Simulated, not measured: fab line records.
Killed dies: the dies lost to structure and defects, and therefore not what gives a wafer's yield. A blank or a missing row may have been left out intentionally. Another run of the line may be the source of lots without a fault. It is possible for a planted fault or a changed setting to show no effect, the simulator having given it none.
The tool behind it: which one? ; flow n5_finfet ; 10 lots, 30 wafers sampled, at 6 steps of a route of 1938

## WHAT THE GAUGES READ, wafer by wafer
N5_BEOL_M10_INSPECT_58: inspects for defects (darkfield).
lot;measured;on;raw_defect_count
L524;day 11 00:43;defect_inspect-02;67 64 76
L525;day 11 05:07;defect_inspect-02;138 107 92
L530;day 12 02:08;defect_inspect-01;1381 123 94
L531;day 12 20:54;defect_inspect-01;83 60 42
L537;day 14 06:15;defect_inspect-02;54 60 53
L543;day 15 10:20;defect_inspect-02;136 97 66
L544;day 15 21:21;defect_inspect-01;36 43 22
L545;day 16 06:40;defect_inspect-02;93 60 132
L547;day 16 22:50;defect_inspect-02;57 63 50
L546;day 17 02:23;defect_inspect-01;85 57 48

N5_BEOL_M11_INSPECT_13: inspects for defects (brightfield).
lot;measured;on;raw_defect_count
L524;day 11 04:39;defect_inspect-02;458 387 424
L525;day 11 07:28;defect_inspect-02;449 547 449
L530;day 12 03:19;defect_inspect-02;1862 524 444
L531;day 12 22:32;defect_inspect-02;466 520 454
L537;day 14 08:38;defect_inspect-02;373 403 419
L543;day 15 12:40;defect_inspect-02;377 380 374
L544;day 15 23:11;defect_inspect-01;386 359 263
L545;day 16 08:41;defect_inspect-02;774 688 896
L547;day 17 00:55;defect_inspect-02;556 613 552
L546;day 17 06:53;defect_inspect-02;401 329 390

## WHICH TOOL RAN EACH LOT (tool, then ch and the chambers of the sampled wafers, then the start)
lot;N5_BEOL_M10_CURE_72;N5_BEOL_M10_PRE_CLEAN_45;N5_BEOL_M10_CMP_52;N5_BEOL_M11_HM_DEP_02
L524;uv_cure-02 ch 0, day 10 22:38;pvd_sputter-01, day 10 23:02;cmp-02 ch 1,2,3, day 11 00:16;pvd_sputter-02, day 11 04:06
L525;uv_cure-03 ch 0, day 10 23:07;pvd_sputter-01, day 10 23:35;cmp-03 ch 1,2,3, day 11 04:42;pvd_sputter-01, day 11 06:55
L530;uv_cure-03 ch 0, day 11 21:15;pvd_sputter-02, day 11 21:38;cmp-01 ch 0,2,3, day 12 01:41;pvd_sputter-03, day 12 02:54
L531;uv_cure-01 ch 0, day 12 18:26;pvd_sputter-01, day 12 18:46;cmp-03 ch 1,2,3, day 12 20:31;pvd_sputter-02, day 12 22:07
L537;uv_cure-03 ch 0, day 14 03:46;pvd_sputter-03, day 14 04:20;cmp-02 ch 0,1,3, day 14 05:50;pvd_sputter-01, day 14 08:13
L543;uv_cure-02 ch 2, day 15 06:54;pvd_sputter-03, day 15 07:40;cmp-01 ch 0,1,3, day 15 09:55;pvd_sputter-02, day 15 12:06
L544;uv_cure-01 ch 0, day 15 18:36;pvd_sputter-02, day 15 18:57;cmp-02 ch 0,3, day 15 20:56;pvd_sputter-02, day 15 22:37
L545;uv_cure-03 ch 0, day 16 03:53;pvd_sputter-01, day 16 04:55;cmp-01 ch 0,1,2, day 16 06:19;pvd_sputter-01, day 16 08:08
L547;uv_cure-01 ch 1, day 16 20:00;pvd_sputter-03, day 16 20:34;cmp-01 ch 0,1, day 16 22:23;pvd_sputter-02, day 17 00:29
L546;uv_cure-02 ch 2, day 17 00:07;pvd_sputter-02, day 17 00:47;cmp-01 ch 1,2,3, day 17 01:55;pvd_sputter-02, day 17 06:20
- N5_BEOL_M10_CURE_72: cures SiCOH lowk, time 120 s.
- N5_BEOL_M10_PRE_CLEAN_45: time 30 s.
- N5_BEOL_M10_CMP_52: polishes, stops on SiCOH lowk, t overpolish 7 s, target thk 140 nm.
- N5_BEOL_M11_HM_DEP_02: deposits TiN, target thk 20 nm.

## WHAT THE TOOLS THEMSELVES READ (means of the sampled wafers that have a number; where no wafer has one, the mark that the record gives instead)
N5_BEOL_M10_CURE_72.
lot;tool;lamp_power_pct (%);wafer_temp_C_max
L524;uv_cure-02;52.32;371.6
L525;uv_cure-03;52.31;371.7
L530;uv_cure-03;52.33;371.5
L531;uv_cure-01;52.31;371.8
L537;uv_cure-03;52.28;371.8
L543;uv_cure-02;52.32;373.3
L544;uv_cure-01;52.30;371.9
L545;uv_cure-03;52.30;371.8
L547;uv_cure-01;52.28;371.6
L546;uv_cure-02;52.34;373.3

N5_BEOL_M10_PRE_CLEAN_45.
lot;tool;heater_power_w (W)
L524;pvd_sputter-01;324
L525;pvd_sputter-01;335
L530;pvd_sputter-02;334
L531;pvd_sputter-01;331
L537;pvd_sputter-03;348
L543;pvd_sputter-03;338
L544;pvd_sputter-02;329
L545;pvd_sputter-01;331
L547;pvd_sputter-03;340
L546;pvd_sputter-02;323

N5_BEOL_M10_CMP_52.
lot;tool;barrier_field_endpoint_s (s);edge_zone_pressure_frac;motor_current_A (A);overpolish_run_s (s);time_to_endpoint_s (s)
L524;cmp-02;29.5;0.999;5.9;7.003;68
L525;cmp-03;29.2;0.999;6.1;6.987;64
L530;cmp-01;27.9;1.001;5.8;7.003;62
L531;cmp-03;29.2;1.002;6.0;7.004;62
L537;cmp-02;28.2;0.996;5.8;7.000;66
L543;cmp-01;28.8;1.000;6.0;6.999;63
L544;cmp-02;30.3;0.999;5.5;7.000;67
L545;cmp-01;28.6;1.000;6.1;7.004;63
L547;cmp-01;28.8;1.001;6.7;6.998;63
L546;cmp-01;28.8;0.996;6.3;6.998;63

N5_BEOL_M11_HM_DEP_02.
lot;tool;throttle_valve_pct (%)
L524;pvd_sputter-02;30.5
L525;pvd_sputter-01;30.5
L530;pvd_sputter-03;31.5
L531;pvd_sputter-02;30.4
L537;pvd_sputter-01;30.8
L543;pvd_sputter-02;30.2
L544;pvd_sputter-02;30.4
L545;pvd_sputter-01;31.3
L547;pvd_sputter-02;30.3
L546;pvd_sputter-02;30.4

## THE ANSWER, worked out from the rows above alone
Rule: the usual values come from the lots themselves. Put in order of their means at a reading, lots are off if they are a third of the lots or fewer, leave a main group of 4 or more, and stand apart from it by a gap of 3 or more times the standard deviation of the main group's means; of several such gaps the widest counts. The tables above print the reading to a certain number of digits; a main group whose means all agree to those digits is not used. A lot without any number at a reading at which 4 lots or more have one is off too. The other lots that the step has rows for count as sound. First the gauges in route order, then the tools' own readings, where a lot's mean is used as printed above. At the first step where some lot is off, the reading lying furthest off is the one used; lots without a number count as furthest.
Off, at N5_BEOL_M10_INSPECT_58 on raw_defect_count: L530. The main group has a mean of 72 with a standard deviation of 24.
If a tool, at a process step before that reading, ran all the lots that are off and no sound lot after the first of them, it fits. Not tried: the gauges at N5_BEOL_M10_INSPECT_58; whatever is off there is also off at N5_BEOL_M11_HM_DEP_02, on other tools, and gauge error can't account for it. Not one of the candidates tried fits.

## WHAT HAD BEEN PUT IN BY THE SIMULATOR
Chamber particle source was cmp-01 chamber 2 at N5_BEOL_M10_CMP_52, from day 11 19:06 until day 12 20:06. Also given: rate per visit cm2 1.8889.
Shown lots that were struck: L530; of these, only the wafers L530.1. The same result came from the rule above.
